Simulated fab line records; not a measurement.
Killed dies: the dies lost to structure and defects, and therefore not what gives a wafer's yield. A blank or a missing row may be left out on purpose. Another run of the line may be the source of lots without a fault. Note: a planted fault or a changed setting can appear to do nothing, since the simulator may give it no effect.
Chamber matching / flow n5Finfet / N5_BEOL_M2_STRIP_36 on rieDiel-03 has 4 sister chambers
The step strips in N2/H2. 20 wafers are shown with their chamber, then 10 later ones without.

== WAFERS PAIRED WITH THEIR CHAMBERS ==
wafer=L077.1; chamber=3; drypumpMotorCurrentA (A)=5.9; showerheadPlenumPTorr (Torr)=2.44; throttleValvePct (%)=24.07
wafer=L077.2; chamber=2; drypumpMotorCurrentA (A)=5.5; showerheadPlenumPTorr (Torr)=2.65; throttleValvePct (%)=23.84
wafer=L077.3; chamber=0; drypumpMotorCurrentA (A)=5.1; showerheadPlenumPTorr (Torr)=2.50; throttleValvePct (%)=23.92
wafer=L077.4; chamber=3; drypumpMotorCurrentA (A)=5.9; showerheadPlenumPTorr (Torr)=2.44; throttleValvePct (%)=24.08
wafer=L077.5; chamber=0; drypumpMotorCurrentA (A)=5.1; showerheadPlenumPTorr (Torr)=2.50; throttleValvePct (%)=23.89
wafer=L077.6; chamber=2; drypumpMotorCurrentA (A)=5.5; showerheadPlenumPTorr (Torr)=2.65; throttleValvePct (%)=23.83
wafer=L080.1; chamber=2; drypumpMotorCurrentA (A)=5.5; showerheadPlenumPTorr (Torr)=2.65; throttleValvePct (%)=23.85
wafer=L080.3; chamber=3; drypumpMotorCurrentA (A)=5.9; showerheadPlenumPTorr (Torr)=2.43; throttleValvePct (%)=24.07
wafer=L080.5; chamber=2; drypumpMotorCurrentA (A)=5.5; showerheadPlenumPTorr (Torr)=2.65; throttleValvePct (%)=23.82
wafer=L083.2; chamber=2; drypumpMotorCurrentA (A)=5.5; showerheadPlenumPTorr (Torr)=2.65; throttleValvePct (%)=23.84
wafer=L083.5; chamber=2; drypumpMotorCurrentA (A)=5.5; showerheadPlenumPTorr (Torr)=2.65; throttleValvePct (%)=23.88
wafer=L083.6; chamber=3; drypumpMotorCurrentA (A)=5.9; showerheadPlenumPTorr (Torr)=2.43; throttleValvePct (%)=24.10
wafer=L082.1; chamber=1; drypumpMotorCurrentA (A)=6.4; showerheadPlenumPTorr (Torr)=2.50; throttleValvePct (%)=23.29
wafer=L082.4; chamber=2; drypumpMotorCurrentA (A)=5.5; showerheadPlenumPTorr (Torr)=2.65; throttleValvePct (%)=23.85
wafer=L082.5; chamber=1; drypumpMotorCurrentA (A)=6.4; showerheadPlenumPTorr (Torr)=2.49; throttleValvePct (%)=23.28
wafer=L085.1; chamber=0; drypumpMotorCurrentA (A)=5.1; showerheadPlenumPTorr (Torr)=2.49; throttleValvePct (%)=23.55
wafer=L085.2; chamber=1; drypumpMotorCurrentA (A)=6.4; showerheadPlenumPTorr (Torr)=2.49; throttleValvePct (%)=23.30
wafer=L085.3; chamber=3; drypumpMotorCurrentA (A)=5.9; showerheadPlenumPTorr (Torr)=2.43; throttleValvePct (%)=24.10
wafer=L085.4; chamber=3; drypumpMotorCurrentA (A)=5.9; showerheadPlenumPTorr (Torr)=2.43; throttleValvePct (%)=24.07
wafer=L085.5; chamber=0; drypumpMotorCurrentA (A)=5.0; showerheadPlenumPTorr (Torr)=2.49; throttleValvePct (%)=23.56

SIGNATURES, as means of the wafers listed above
reading=drypumpMotorCurrentA; chamber 0=5.075; chamber 1=6.400; chamber 2=5.500; chamber 3=5.900; scatter within a chamber=0.0217
reading=showerheadPlenumPTorr; chamber 0=2.4950; chamber 1=2.4933; chamber 2=2.6500; chamber 3=2.4333; scatter within a chamber=0.00433
reading=throttleValvePct; chamber 0=23.7300; chamber 1=23.2900; chamber 2=23.8443; chamber 3=24.0817; scatter within a chamber=0.0889
Rule: for a wafer and a chamber, the distance is found by dividing, reading by reading, the gap between the wafer's reading and the chamber's mean by the reading's scatter, squaring, summing and taking the root. The wafer belongs to the nearest chamber; if the next one is less than 2 further off, it can't be placed. How the scatter is found: for the shown wafers, subtract from each reading the mean of its chamber, square and add these, divide the total by (wafers less chambers), then take the root.

== WAFERS WHOSE CHAMBER IS MISSING ==
wafer=L085.6; drypumpMotorCurrentA (A)=6.4; showerheadPlenumPTorr (Torr)=2.49; throttleValvePct (%)=23.27
wafer=L087.3; drypumpMotorCurrentA (A)=6.3; showerheadPlenumPTorr (Torr)=2.49; throttleValvePct (%)=23.30
wafer=L087.4; drypumpMotorCurrentA (A)=5.1; showerheadPlenumPTorr (Torr)=2.49; throttleValvePct (%)=23.56
wafer=L087.6; drypumpMotorCurrentA (A)=6.3; showerheadPlenumPTorr (Torr)=2.49; throttleValvePct (%)=23.30
wafer=L090.1; drypumpMotorCurrentA (A)=6.4; showerheadPlenumPTorr (Torr)=2.49; throttleValvePct (%)=23.29
wafer=L090.2; drypumpMotorCurrentA (A)=5.5; showerheadPlenumPTorr (Torr)=2.64; throttleValvePct (%)=23.87
wafer=L090.3; drypumpMotorCurrentA (A)=5.1; showerheadPlenumPTorr (Torr)=2.49; throttleValvePct (%)=23.56
wafer=L091.1; drypumpMotorCurrentA (A)=6.3; showerheadPlenumPTorr (Torr)=2.49; throttleValvePct (%)=23.31
wafer=L091.4; drypumpMotorCurrentA (A)=5.1; showerheadPlenumPTorr (Torr)=2.49; throttleValvePct (%)=23.58
wafer=L091.6; drypumpMotorCurrentA (A)=5.9; showerheadPlenumPTorr (Torr)=2.42; throttleValvePct (%)=24.14

== THE CHAMBER EACH PASSED THROUGH ==
wafer=L085.6; from the rows above=1; in truth=1
wafer=L087.3; from the rows above=1; in truth=1
wafer=L087.4; from the rows above=0; in truth=0
wafer=L087.6; from the rows above=1; in truth=1
wafer=L090.1; from the rows above=1; in truth=1
wafer=L090.2; from the rows above=2; in truth=2
wafer=L090.3; from the rows above=0; in truth=0
wafer=L091.1; from the rows above=1; in truth=1
wafer=L091.4; from the rows above=0; in truth=0
wafer=L091.6; from the rows above=3; in truth=3
Correct placement for 10 of the 10. Can't be placed from these rows: 0. 0 placed wrongly.
